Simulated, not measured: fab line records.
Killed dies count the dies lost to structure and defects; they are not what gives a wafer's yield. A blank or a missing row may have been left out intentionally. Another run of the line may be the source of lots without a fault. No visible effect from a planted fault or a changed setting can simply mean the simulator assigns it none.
fab line records	flow nand_harc
record: lots: 7	wafers: 21	last_day: 31
route steps=1302 shown A_STAIRCASE@879 A_SGD_CUT@890 END@1302
lots untouched by any fault: they come from a run of this same line in which no faults occurred
start_h: the number of hours between the record's first day and the start of the first shown wafer of the lot	wait_h: hours from the lot's prior step to this one	" identical to the entry in the row above	L1.1+2: a row that stands for several wafers	- either no value or no given start	* or withheld: withheld	< > ~ a bound
route shown NAME@n: a module of which the file shows steps, and the number in the route of the first	usual: mean and standard deviation over wafers with no fault	same: alike in all rows	chamber/n: place in a boat	sites: the reading at each site	_std_site: standard deviation of those values	_edge_site: inner sites' mean taken away from outer sites' mean	radius_mm: how far each site lies from the wafer's centre	mask NAME#n: copy n	behind: the last tool/chamber to shape the wafer	hold: why the lot was held/for how many hours/how that ended	device: the n, p or np transistor that did not switch	end of line: tests run on the same wafers once the route is complete	a step given without rows: its recipe and nothing more	killed: at the first sort, the dies lost to defects and structure; wafer yield is something else	map: shows each die of a wafer: x if killed, . if not, _ if none is there
set.NAME: setting as actually run; set.NAME@STEP: the setting as run at that earlier step	model.NAME: the simulator's own value behind a step, which no gauge read
lots seen at some steps along the route; tables by step, rows by wafer
services: when a tool's chamber went out of use (start_h, in hours from the record's first day, below 0 if earlier), for how many hours, and the reason
== steps ==
step: NHARC_A_STAIRCASE_SRD_154
step: NHARC_A_STAIRCASE_ETCH_403
recipe: target_depth_a: 1082	chemistry: dHF	material: SiO2
step: NHARC_A_STAIRCASE_ETCHBACK_422
recipe: target_depth_a: 400	over_etch_frac: 0.3	time_s: 74.286	ion_energy_ev: 120	ch3f_flow_sccm: 50	o2_flow_sccm: 30	ar_flow_sccm: 200	rf_w: 500	bias_w: 100	chemistry: CH3F/O2
step: NHARC_A_STAIRCASE_ETCH_423
recipe: target_depth_a: 300	chemistry: dHF	material: SiO2
step: NHARC_A_STAIRCASE_ETCHBACK_157
recipe: target_depth_a: 900	over_etch_frac: 0.3	time_s: 167.14	ion_energy_ev: 120	ch3f_flow_sccm: 50	o2_flow_sccm: 30	ar_flow_sccm: 200	rf_w: 500	bias_w: 100	chemistry: CH3F/O2
step: NHARC_A_STAIRCASE_STRIP_475
recipe: time_s: 20	o2_flow_sccm: 500	ar_flow_sccm: 0	bias_w: 0	chemistry: O2
usual: drypump_motor_current_A: 5.8/0.57	oes_product_au: 1.002/0.01	rf_vpp_V: 57.6/0.84	showerhead_plenum_p_Torr: 3.44/0.13	throttle_valve_pct: 17.036/0.0092
lot.wafer	tool	chamber	start_h	wait_h	drypump_motor_current_A	oes_product_au	rf_hours_counter_h	rf_vpp_V	showerhead_plenum_p_Torr	throttle_valve_pct
L769.2	rie_diel-06	0	-	-	6.9	0.999	21	58.2	3.43	17.037
L769.5	"	1	"	"	6.1	1.009	-	56.9	3.56	17.032
L769.6	"	2	"	"	5.9	1.003	-	57.1	3.34	17.047
L770.1	rie_diel-10	2	-	-	5.1	1.016	6	58.1	3.37	17.039
L770.3	"	3	"	"	5.4	1.016	5	57.4	3.71	17.039
L770.6	"	3	"	"	5.3	1.011	-	58.2	3.71	17.039
L780.2	rie_diel-10	1	-	-	5.9	1.004	45	56.9	3.29	17.047
L780.5	"	2	"	"	5.1	1.013	-	57.4	3.35	17.047
L780.6	"	3	"	"	5.3	1.013	-	58.1	3.69	17.060
L779.1	rie_diel-10	2	-	-	5.1	1.019	46	58.7	3.35	17.033
L779.2	"	0	"	"	5.3	1.019	41	58.2	3.41	17.033
L779.5	"	2	"	"	5.1	1.012	-	58.1	3.35	17.024
L782.1	rie_diel-01	3	-	-	6.2	0.987	2	57.7	3.45	17.059
L782.2	"	2	"	"	4.8	0.994	4	57.6	3.45	17.028
L782.6	"	3	"	"	6.2	1.001	-	56.6	3.45	17.046
L783.1	rie_diel-10	3	-	-	5.4	1.012	50	57.3	3.69	17.039
L783.2	"	0	"	"	5.4	1.009	43	57.0	3.41	17.041
L783.3	"	2	"	"	5.1	1.019	48	56.9	3.35	17.056
L785.2	rie_diel-06	0	589.30	0.1	6.8	0.995	42	56.9	3.40	17.024
L785.3	"	1	"	"	6.2	0.999	48	57.6	3.53	17.034
L785.4	"	1	"	"	6.2	0.995	-	58.6	3.53	17.027
step: NHARC_A_STAIRCASE_DEP_471
recipe: target_thk_a: 1000	temp_c: 400	pressure_torr: 6.5	rf_w: 900	teos_flow_sccm: 161.4	flow_sccm: 2650	target_thk_nm: 100	gas: O2	material: SiO2
step: NHARC_A_STAIRCASE_CMP_472
recipe: material: SiO2
step: NHARC_A_STAIRCASE_SRD_474
step: NHARC_A_STAIRCASE_INSPECT_155
usual: raw_defect_count: 407/130
lot.wafer	tool	chamber	start_h	wait_h	raw_defect_count
L769.2	defect_inspect-01	-	453.27	0.1	285
L769.5	"	-	"	"	296
L769.6	"	-	"	"	346
L770.1	defect_inspect-01	-	453.89	0.1	378
L770.3	"	-	"	"	246
L770.6	"	-	"	"	392
L780.2	defect_inspect-01	-	571.24	0.1	343
L780.5	"	-	"	"	556
L780.6	"	-	"	"	493
L779.1	defect_inspect-02	-	574.00	0.1	683
L779.2	"	-	"	"	400
L779.5	"	-	"	"	282
L782.1	defect_inspect-01	-	575.46	0.1	374
L782.2	"	-	"	"	278
L782.6	"	-	"	"	358
L783.1	defect_inspect-02	-	584.80	0.1	298
L783.2	"	-	"	"	424
L783.3	"	-	"	"	344
L785.2	defect_inspect-01	-	590.02	0.1	441
L785.3	"	-	"	"	338
L785.4	"	-	"	"	479
step: NHARC_A_SGD_CUT_DEP_00
recipe: target_thk_a: 500	temp_c: 400	target_thk_nm: 50	flow_sccm: 200	rf_w: 450	material: SiNx
usual: heater_power_w: 731/99
lot.wafer	tool	chamber	start_h	wait_h	heater_power_w
L769.2	pecvd-02	2	453.37	0.1	775
L769.6	"	1	"	"	690
L769.5	"	2	"	"	778
L770.1	pecvd-01	0	453.96	0.1	843
L770.3	"	1	"	"	597
L770.6	"	2	"	"	589
L780.2	pecvd-04	2	571.35	0.1	806
L780.5	"	0	"	"	902
L780.6	"	2	"	"	799
L779.1	pecvd-01	2	574.06	0.1	662
L779.2	"	0	"	"	840
L779.5	"	2	"	"	666
L782.1	pecvd-01	2	575.53	0.1	633
L782.2	"	0	"	"	744
L782.6	"	0	"	"	759
L783.3	pecvd-01	2	584.87	0.1	577
L783.1	"	0	"	"	856
L783.2	"	1	"	"	559
L785.3	pecvd-04	0	590.09	0.1	777
L785.2	"	2	"	"	795
L785.4	"	0	"	"	777
step: NHARC_A_SGD_CUT_DEHYDRATE_01
recipe: temp_c: 150	time_s: 120
step: NHARC_A_SGD_CUT_HMDS_02
recipe: time_s: 30
step: NHARC_A_SGD_CUT_COAT_56
recipe: temp_c: 260	time_s: 75
step: NHARC_A_SGD_CUT_COAT_57
recipe: temp_c: 225	time_s: 65
step: NHARC_A_SGD_CUT_COAT_03
recipe: spin_rpm: 1500	resist_thk_nm: 90
step: NHARC_A_SGD_CUT_SOFTBAKE_04
recipe: temp_c: 105	time_s: 55
step: NHARC_A_SGD_CUT_EBR_05
step: NHARC_A_SGD_CUT_EXPOSE_06
recipe: na: 1.35	dose_mj: 85.59	mask_id: SGD
step: NHARC_A_SGD_CUT_PEB_07
recipe: peb_temp_c: 100	peb_time_s: 65
step: NHARC_A_SGD_CUT_DEVELOP_08
recipe: develop_time_s: 35	dev_temp_c: 23
step: NHARC_A_SGD_CUT_CD_MEAS_09
recipe: target_cd_nm: 100	landing_energy_ev: 500
usual: cd_nm: 99.9/0.63
lot.wafer	tool	chamber	start_h	wait_h	cd_nm
L769.2	cd_sem-02	0	454.06	-	100.5
L769.5	"	0	"	"	100.7
L769.6	"	0	"	"	100.6
L770.1	cd_sem-02	0	454.68	-	101.0
L770.3	"	0	"	"	100.5
L770.6	"	0	"	"	100.1
L780.2	cd_sem-02	0	572.12	-	99.2
L780.5	"	0	"	"	99.7
L780.6	"	0	"	"	100.2
L779.1	cd_sem-03	0	574.75	-	100.3
L779.2	"	0	"	"	100.6
L779.5	"	0	"	"	100.5
L782.1	cd_sem-01	0	576.25	-	100.3
L782.2	"	0	"	"	101.0
L782.6	"	0	"	"	100.6
L783.1	cd_sem-03	0	585.59	-	99.3
L783.2	"	0	"	"	99.0
L783.3	"	0	"	"	99.6
L785.2	cd_sem-02	0	590.81	-	100.1
L785.3	"	0	"	"	99.4
L785.4	"	0	"	"	100.3
step: NHARC_A_SGD_CUT_OVL_MEAS_10
usual: overlay_x_nm: 0.1/0.89	overlay_y_nm: -0.1/0.72
lot.wafer	tool	chamber	start_h	wait_h	overlay_x_nm	overlay_y_nm
L769.2	overlay-01	-	454.15	-	0.8	-0.5
L769.5	"	-	"	"	1.2	-0.8
L769.6	"	-	"	"	0.8	-1.0
L770.1	overlay-02	-	454.77	-	0.3	1.3
L770.3	"	-	"	"	0.5	1.5
L770.6	"	-	"	"	0.5	1.4
L780.2	overlay-02	-	572.20	-	-1.2	-0.5
L780.5	"	-	"	"	-1.1	-0.4
L780.6	"	-	"	"	-1.2	-0.5
L779.1	overlay-01	-	574.83	-	-0.5	-1.4
L779.2	"	-	"	"	-0.5	-0.5
L779.5	"	-	"	"	-0.8	-1.8
L782.1	overlay-01	-	576.34	-	-1.4	0.2
L782.2	"	-	"	"	-1.4	0.7
L782.6	"	-	"	"	-1.8	0.8
L783.1	overlay-01	-	585.68	-	-1.1	0.7
L783.2	"	-	"	"	-0.9	1.1
L783.3	"	-	"	"	-0.8	1.1
L785.2	overlay-02	-	590.89	-	1.9	-0.4
L785.3	"	-	"	"	1.7	-0.8
L785.4	"	-	"	"	2.1	-0.6
step: NHARC_A_SGD_CUT_INSPECT_11
usual: raw_defect_count: 53/26
lot.wafer	tool	chamber	start_h	wait_h	raw_defect_count
L769.2	defect_inspect-01	-	454.18	0.0	68
L769.5	"	-	"	"	72
L769.6	"	-	"	"	71
L770.1	defect_inspect-02	-	454.81	0.0	63
L770.3	"	-	"	"	62
L770.6	"	-	"	"	72
L780.2	defect_inspect-01	-	572.26	0.1	47
L780.5	"	-	"	"	57
L780.6	"	-	"	"	57
L779.1	defect_inspect-02	-	574.87	0.0	92
L779.2	"	-	"	"	73
L779.5	"	-	"	"	79
L782.1	defect_inspect-02	-	576.38	0.0	54
L782.2	"	-	"	"	53
L782.6	"	-	"	"	63
L783.1	defect_inspect-02	-	585.72	0.0	70
L783.2	"	-	"	"	88
L783.3	"	-	"	"	72
L785.2	defect_inspect-02	-	590.93	0.0	60
L785.3	"	-	"	"	67
L785.4	"	-	"	"	51
step: NHARC_A_SGD_CUT_DESCUM_14
recipe: time_s: 3	o2_flow_sccm: 200	ar_flow_sccm: 0	bias_power_w: 0	chemistry: O2
step: NHARC_A_SGD_CUT_ETCH_58
recipe: target_depth_a: 390	over_etch_frac: 0.3	time_s: 65	ion_energy_ev: 80	cf4_flow_sccm: 150	ar_flow_sccm: 0	rf_w: 300	bias_w: 100	chemistry: CF4
usual: drypump_motor_current_A: 5.6/0.51	oes_product_au: 1.001/0.0094	rf_vpp_V: 151.0/1.2	showerhead_plenum_p_Torr: 1.76/0.068	throttle_valve_pct: 13.283/0.0089
same: over_etch_frac: 0.3
lot.wafer	tool	chamber	start_h	wait_h	drypump_motor_current_A	oes_product_au	rf_hours_counter_h	rf_vpp_V	showerhead_plenum_p_Torr	throttle_valve_pct
L769.2	rie_diel-08	1	454.33	0.1	5.8	1.015	3	149.2	1.69	13.292
L769.5	"	1	"	"	5.8	1.007	-	149.7	1.69	13.281
L769.6	"	2	"	"	4.8	0.994	-	150.5	1.72	13.273
L770.1	rie_diel-03	3	454.97	0.1	5.3	1.002	11	151.8	1.76	13.282
L770.3	"	0	"	"	6.6	0.991	12	151.2	1.71	13.279
L770.6	"	2	"	"	5.6	1.014	-	152.7	1.87	13.302
L780.2	rie_diel-08	1	572.42	0.1	5.8	0.993	1	149.9	1.69	13.281
L780.5	"	2	"	"	4.8	1.003	-	151.2	1.72	13.275
L780.6	"	3	"	"	5.5	1.010	-	152.1	1.87	13.295
L779.1	rie_diel-03	3	575.02	0.1	5.3	0.990	8	151.1	1.76	13.292
L779.2	"	0	"	"	6.7	0.985	8	150.9	1.71	13.295
L779.5	"	0	"	"	6.7	0.985	-	150.5	1.71	13.295
L782.2	rie_diel-12	1	576.54	0.1	5.7	1.007	12	151.5	1.73	13.278
L782.1	"	0	"	"	6.3	0.997	10	150.4	1.73	13.281
L782.6	"	0	"	"	6.3	0.997	-	149.8	1.72	13.275
L783.1	rie_diel-08	2	585.86	0.1	4.8	0.997	2	150.7	1.72	13.284
L783.3	"	3	"	"	5.4	1.005	2	151.6	1.87	13.284
L783.2	"	0	"	"	5.0	0.992	2	152.2	1.86	13.285
L785.2	rie_diel-12	2	591.08	0.1	5.3	0.989	12	150.9	1.82	13.288
L785.4	"	3	"	"	5.9	0.991	13	150.1	1.67	13.271
L785.3	"	0	"	"	6.3	0.998	12	150.1	1.72	13.288
step: NHARC_A_SGD_CUT_ETCH_59
recipe: target_depth_a: 2600	over_etch_frac: 0.25	time_s: 406.25	ion_energy_ev: 200	n2_flow_sccm: 150	h2_flow_sccm: 150	ar_flow_sccm: 0	rf_w: 400	bias_w: 150	chemistry: N2/H2
step: NHARC_A_SGD_CUT_ETCH_15
recipe: target_depth_a: 750	time_s: 64.3	ch3f_flow_sccm: 50	o2_flow_sccm: 30	ar_flow_sccm: 200	rf_w: 500	bias_w: 100	chemistry: CH3F/O2
usual: drypump_motor_current_A: 5.7/0.49	oes_product_au: 0.963/0.017	rf_vpp_V: 263.8/1.6	showerhead_plenum_p_Torr: 2.46/0.1	throttle_valve_pct: 20.665/0.0092
lot.wafer	tool	chamber	start_h	wait_h	drypump_motor_current_A	oes_product_au	rf_hours_counter_h	rf_vpp_V	showerhead_plenum_p_Torr	throttle_valve_pct
L769.2	rie_diel-08	1	-	-	5.8	0.966	4	261.5	2.34	20.660
L769.5	"	2	"	"	4.8	0.965	-	263.6	2.39	20.664
L769.6	"	3	"	"	5.5	0.971	-	266.5	2.60	20.668
L770.3	rie_diel-03	1	-	-	5.7	0.968	11	265.0	2.44	20.668
L770.1	"	0	"	"	6.7	0.988	12	263.7	2.38	20.665
L770.6	"	2	"	"	5.6	0.973	-	265.1	2.61	20.650
L780.2	rie_diel-08	1	-	-	5.8	0.969	2	261.8	2.34	20.671
L780.6	"	0	"	"	5.0	0.949	-	265.1	2.59	20.673
L780.5	"	1	"	"	5.8	0.972	-	262.7	2.34	20.654
L779.2	rie_diel-03	3	-	-	5.3	0.975	8	264.2	2.44	20.673
L779.1	"	1	"	"	5.7	0.958	8	262.6	2.43	20.659
L779.5	"	2	"	"	5.5	0.980	-	266.7	2.61	20.651
L782.1	rie_diel-12	1	-	-	5.7	0.967	12	263.9	2.41	20.660
L782.2	"	3	"	"	6.0	0.949	11	261.7	2.32	20.650
L782.6	"	1	"	"	5.7	0.972	-	263.3	2.41	20.659
L783.2	rie_diel-08	0	-	-	5.0	0.946	2	265.3	2.59	20.665
L783.3	"	1	"	"	5.7	0.961	2	262.6	2.34	20.656
L783.1	"	2	"	"	4.8	0.976	2	261.9	2.39	20.664
L785.2	rie_diel-12	2	-	-	5.3	0.945	12	264.7	2.53	20.670
L785.3	"	0	"	"	6.3	0.974	12	262.6	2.39	20.657
L785.4	"	1	"	"	5.7	0.966	13	262.0	2.41	20.666
step: NHARC_A_SGD_CUT_ETCH_16
recipe: target_depth_a: 3105	time_s: 155.2	c4f8_flow_sccm: withheld	o2_flow_sccm: 8	ar_flow_sccm: withheld	rf_w: 600	bias_w: 800	chemistry: C4F8/O2/Ar
usual: oes_product_au: 0.972/0.017	rf_vpp_V: 723/4
lot.wafer	tool	chamber	start_h	wait_h	oes_product_au	rf_hours_counter_h	rf_vpp_V
L769.2	rie_diel-08	1	-	-	0.976	4	719
L769.6	"	3	"	"	0.981	-	730
L769.5	"	0	"	"	0.954	-	729
L770.3	rie_diel-03	0	-	-	0.977	12	719
L770.1	"	1	"	"	0.979	11	722
L770.6	"	1	"	"	0.979	-	722
L780.2	rie_diel-08	1	-	-	0.983	2	718
L780.5	"	3	"	"	0.982	-	730
L780.6	"	0	"	"	0.962	-	728
L779.2	rie_diel-03	0	-	-	0.957	9	720
L779.1	"	1	"	"	0.980	8	722
L779.5	"	0	"	"	0.965	-	720
L782.2	rie_diel-12	0	-	-	0.920	10	722
L782.1	"	1	"	"	0.936	12	721
L782.6	"	0	"	"	0.921	-	720
L783.3	rie_diel-08	0	-	-	0.958	2	728
L783.1	"	1	"	"	0.968	2	720
L783.2	"	2	"	"	0.970	2	721
L785.4	rie_diel-12	3	-	-	0.973	13	718
L785.3	"	0	"	"	0.979	12	720
L785.2	"	1	"	"	0.968	13	721
step: NHARC_A_SGD_CUT_STRIP_60
recipe: c4f8_flow_sccm: withheld	o2_flow_sccm: 8	ar_flow_sccm: withheld	bias_w: 0	chemistry: C4F8/O2/Ar
step: NHARC_A_SGD_CUT_STRIP_17
recipe: o2_flow_sccm: 500	ar_flow_sccm: 0	bias_w: 0	chemistry: O2
step: NHARC_A_SGD_CUT_PRECLEAN_18
recipe: time_s: *	temp_c: 50	bath_age_min: 0	chemistry: SC1
step: NHARC_A_SGD_CUT_SRD_19
step: NHARC_A_SGD_CUT_DEP_20
recipe: target_thk_a: 1500	temp_c: 65	material: SiO2
step: NHARC_A_SGD_CUT_ANNEAL_27
recipe: temp_c: 450	time_s: 1800
step: NHARC_A_SGD_CUT_CMP_21
recipe: target_thk_nm: 148.19
usual: motor_current_A: 12.3/1.5	time_to_endpoint_s: 50/3.7
lot.wafer	tool	chamber	start_h	wait_h	motor_current_A	time_to_endpoint_s
L769.2	cmp-02	2	460.47	0.4	13.0	56
L769.5	"	2	"	"	13.7	56
L769.6	"	3	"	"	12.9	49
L770.3	cmp-02	1	460.61	0.5	11.5	61
L770.1	"	0	"	"	10.6	52
L770.6	"	2	"	"	13.0	59
L779.1	cmp-03	0	580.06	0.7	11.4	47
L779.2	"	2	"	"	11.5	52
L779.5	"	1	"	"	12.6	53
L780.2	cmp-02	2	580.10	0.8	13.1	51
L780.6	"	3	"	"	12.6	46
L780.5	"	0	"	"	10.7	48
L782.2	cmp-01	1	582.90	0.4	11.5	48
L782.1	"	2	"	"	14.6	50
L782.6	"	0	"	"	12.6	46
L783.2	cmp-03	3	591.54	0.4	10.0	53
L783.1	"	1	"	"	12.7	49
L783.3	"	2	"	"	11.7	49
L785.3	cmp-02	0	596.75	0.4	10.7	51
L785.2	"	2	"	"	12.8	50
L785.4	"	3	"	"	12.9	50
step: NHARC_A_SGD_CUT_THK_MEAS_22
recipe: thk_meas_gauge: ellipsometry
usual: thk_nm: 148.4/1.5
lot.wafer	tool	chamber	start_h	wait_h	thk_nm
L769.2	film_metro-01	-	460.72	0.2	149.4
L769.5	"	-	"	"	151.4
L769.6	"	-	"	"	148.4
L770.1	film_metro-01	-	460.87	0.2	148.8
L770.3	"	-	"	"	151.7
L770.6	"	-	"	"	150.9
L780.2	film_metro-02	-	580.28	0.2	147.0
L780.5	"	-	"	"	145.0
L780.6	"	-	"	"	146.6
L779.1	film_metro-01	-	580.32	0.2	147.0
L779.2	"	-	"	"	150.1
L779.5	"	-	"	"	147.1
L782.1	film_metro-02	-	583.11	0.2	149.8
L782.2	"	-	"	"	148.5
L782.6	"	-	"	"	150.0
L783.1	film_metro-01	-	591.79	0.2	147.0
L783.2	"	-	"	"	147.6
L783.3	"	-	"	"	149.4
L785.2	film_metro-01	-	597.01	0.2	149.4
L785.3	"	-	"	"	148.2
L785.4	"	-	"	"	146.2
step: NHARC_A_SGD_CUT_SRD_23
step: NHARC_A_SGD_CUT_ETCH_26
recipe: target_depth_a: 458	chemistry: dHF	material: SiO2
step: NHARC_A_SGD_CUT_ETCHBACK_24
recipe: target_depth_a: 500	over_etch_frac: 0.3	time_s: 92.857	ion_energy_ev: 120	ch3f_flow_sccm: 50	o2_flow_sccm: 30	ar_flow_sccm: 200	rf_w: 500	bias_w: 100	chemistry: CH3F/O2
step: NHARC_END_SORT_01
recipe: temp_c: 25
usual: killed_at_array: 54/18	killed_at_other: 0.9/1.2	killed_at_periphery: 4.4/2.9	killed_dies: 59/18	killed_open: 3.2/1.8	killed_short: 2.6/1.8
same: gross_dies: 677
lot.wafer	tool	chamber	start_h	wait_h	killed_at_array	killed_at_other	killed_at_periphery	killed_dies	killed_open	killed_short
L779.2	prober-01	0	713.36	2.8	240	2	1	243	2	8
L782.2	prober-01	0	729.07	2.8	303	0	7	310	4	6
L782.6	prober-01	0	732.36	4.1	241	0	4	245	3	4
L783.1	prober-02	0	735.98	2.5	272	0	4	276	2	2
killed by level:class
L779.2 A_SGD_CUT:area_dep=184 A_CHANNEL_HOLE_D2:chamber_film_flake=20 A_CHANNEL_HOLE_D1:chamber_film_flake=15 A_CHANNEL_FILL_D1:chamber_film_flake=3 A_STAIRCASE:chamber_film_flake=3 A_ONON_D1:geometric_particle:short=2 A_WL_FILL:geometric_particle:short=2 A_CONTACT:chamber_film_flake=2
L782.2 A_SGD_CUT:area_dep=230 A_SLIT:chamber_film_flake=34 A_CHANNEL_HOLE_D1:chamber_film_flake=30 P_CONTACT:geometric_particle:short=2 A_ONON_D1:geometric_particle:short=2 P_GATE:chamber_film_flake=2 A_CONTACT:chamber_film_flake=2 P_M0:geometric_particle:short=1
L782.6 A_SGD_CUT:area_dep=177 A_SLIT:chamber_film_flake=31 A_CHANNEL_HOLE_D1:chamber_film_flake=21 A_CHANNEL_FILL_D1:geometric_particle:short=2 P_GATE:chamber_film_flake=2 A_ZERO_WELL:chamber_film_flake=2 A_CONTACT:chamber_film_flake=2 P_STI:geometric_particle:short=1
L783.1 A_SGD_CUT:area_dep=212 A_CHANNEL_HOLE_D1:chamber_film_flake=25 A_CHANNEL_HOLE_D2:chamber_film_flake=23 A_SLIT:chamber_film_flake=4 P_GATE:chamber_film_flake=2 A_STAIRCASE:chamber_film_flake=2 A_CONTACT:chamber_film_flake=2 P_M0:geometric_particle:open=1
map L779.2 (x killed, . not)
____________.____________
_________xxx...._________
_______xxxxx......_______
______.xxxx.x.....x______
_____..xxxx.x..x..x._____
____.....xx.....x....____
____....x............____
___.....x.............___
___.x.....x.x..x......___
__.....xx..x..........x__
__.x..x...x.xx....x..x.__
_.....x..xx.......xx...._
_..........x.x...xx....._
_.x.xx.x..xx.......x.x.._
_xx......x.xxx.xx.x.x..._
_......x.......xx..x...._
..xx.x.xx.x..x..x.x.....x
.x..x.......x.x..xxxx...x
..x...xxxxx....xx......x.
...xxxxxxx...x.xxx.x.....
x.xxx..x.x.xx..xx..x.....
_xx....x...x.x..xx.x...._
_...xx..x.xxxx.xx...x..._
_..xx...x.x....xxx.x...._
_xxx.....xx.x..x..xxx..._
_xxxx...xxxxxx.xxxxxxx.._
__......xxx.x.x.x.xx...__
__x.x.xxxx..xxxxxx.x...__
___xx.xxx.x...xx.x...x___
___........xxxxxxx.x..___
____xxxx.........x...____
____.xxxx....xxxx....____
_____..xxx.x..xx.xx._____
______.......xxx...______
_______....x..xx.._______
_________...x..._________
____________.____________
map L782.2 (x killed, . not)
____________.____________
_________......._________
_______..........._______
______.............______
_____..............._____
____..x.x...x........____
____......xx.........____
___........xx.xx......___
___xx..x.xxx..x.......___
__...xx...xxxx...x.....__
__....x....x.xxx..x..x.__
_.x...xx.xx....x.xxx.x.._
_....x..xxxx.x.xx.x....._
_..xxxxxxx..xxxxx..x.xxx_
_.....xx.xx...xx.xx...xx_
_.....x.x.xxxx..xxx.xxxx_
x.xxx..xxxxxxx...xxx.xxx.
...xxxxx..x.xxxxx.xxxxxxx
.x.xxx....xxxxx.xxxxxxx.x
....x.xxxxxxxxxxx.x.xxxxx
..x.x...xx..x.x..xxxx.xx.
_..xx..xxxxxxxxxxxxxxx.x_
_..xx.x.xx...xxx..x.x..._
_xxx....xx.xxxxxxxxxx.x._
_x.xxxx.xx.x.xx.xxxxxx.x_
_.x...x.xx...xxxxxxx.x.._
__......xx.xx.xxxxxxx..__
__.x...xxx.xxxxx.x.xx..__
___..xxxxx.xx...x.x.x.___
___.xxxxx...x...xxxx..___
____x.xxxxx.xxx.x....____
____....x.x.x..x.xx..____
_____.x.xx.....x..x._____
______.............______
_______....x......_______
_________.x....x_________
____________.____________
== services ==
tool	chamber	start_h	hours	kind
cmp-02	-	430.75	0.2	repair
cmp-02	-	431.96	4.0	pm
rie_diel-08	0	437.57	7.4	repair
rie_diel-12	-	446.03	9.0	pm
pecvd-04	-	450.94	13.0	pm
cmp-02	-	452.85	4.4	repair
rie_diel-03	-	458.32	9.0	pm
cmp-03	-	459.06	4.0	pm
rie_diel-10	0	483.51	6.6	repair
rie_diel-06	-	484.27	9.0	pm
pecvd-04	2	486.61	11.9	repair
pecvd-01	-	492.46	13.0	pm
rie_diel-03	2	508.13	11.4	repair
cmp-02	-	510.75	0.3	repair
pecvd-01	1	526.01	49.0	repair
rie_diel-08	-	528.91	1.9	repair
cmp-02	-	529.96	4.0	pm
rie_diel-08	-	544.92	9.0	pm
cmp-03	-	557.06	4.0	pm
pecvd-04	1	559.05	21.8	repair
rie_diel-12	0	559.28	11.6	repair
rie_diel-08	-	570.08	0.6	repair
rie_diel-12	2	570.09	10.9	repair
rie_diel-10	-	596.76	9.0	pm
== key ==
first_sign: step: NHARC_END_SORT_01	reading: killed_at_array	direction: up	sigmas: 12	usual: 54	struck: 264
effect: step: NHARC_END_SORT_01	reading: killed_dies	direction: up	sigmas: 11	usual: 59	struck: 268
more_kills_born_at: NHARC_A_SGD_CUT_DEP_00@pecvd-01: 803
met_at NHARC_A_SGD_CUT_DEP_00
struck_wafers L779.2,L782.2,L782.6,L783.1
tester_left_out L779,L782,L783
onset_between 453.96 574.06
fault: kind: process_parameter_drift	tool: pecvd-01	chamber: 0	onset_h: 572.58	steps: NHARC_A_SGD_CUT_DEP_00	channel: target_thk_a	offset: *	shape: step	end_h: 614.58	acts_in: *	stated: *
tester_left_out: of these lots the tester's yield and bins aren't shown, on N5 and GAA mostly nor the transistor test; their killed dies are dies lost to structure and defects alone, not to doping, threshold or leakage, so they don't give the yield
